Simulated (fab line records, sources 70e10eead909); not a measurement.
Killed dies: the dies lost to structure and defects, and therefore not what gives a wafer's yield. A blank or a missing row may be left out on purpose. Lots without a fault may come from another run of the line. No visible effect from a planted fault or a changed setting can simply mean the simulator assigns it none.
Matching of chambers    flow nand-harc    4 sister chambers for NHARC_A_STAIRCASE_TRIM_187 on rie-diel-06
The step chemistry O2, time 211.2 s. 4 wafers are shown with their chamber, then 10 later ones without.

WAFERS PAIRED WITH THEIR CHAMBERS
wafer   chamber  showerhead-plenum-p-Torr (Torr)
L077.2  2        3.77
L087.6  0        3.53
L092.1  1        3.58
L092.2  3        3.44

WAFERS MISSING THEIR CHAMBER
wafer   showerhead-plenum-p-Torr (Torr)
L092.6  3.44
L093.2  3.58
L093.3  3.52
L093.6  3.44
L094.4  3.57
L094.5  3.44
L094.6  3.52
L096.3  3.57
L096.4  3.44
L096.5  3.57

WHICH CHAMBER EACH WENT THROUGH
wafer   from the rows above  in truth
L092.6  3                    3
L093.2  1                    1
L093.3  0                    0
L093.6  3                    3
L094.4  1                    1
L094.5  3                    3
L094.6  0                    0
L096.3  1                    1
L096.4  3                    3
L096.5  1                    1
10 of 10 placed correctly. From these rows, 0 cannot be placed. 0 placed wrongly.
How it was worked out, from the rows above alone: a wafer's distance from a chamber is the root of the sum, over the readings, of the square of ((its reading less the chamber's mean) divided by the reading's scatter). The wafer belongs to the nearest chamber; if the next one is less than 2 further off, it can't be placed. Each chamber's mean is taken over the wafers shown for it. The scatter: root of mean squared gap, hidden wafer to nearest shown wafer, with one shown wafer a chamber.
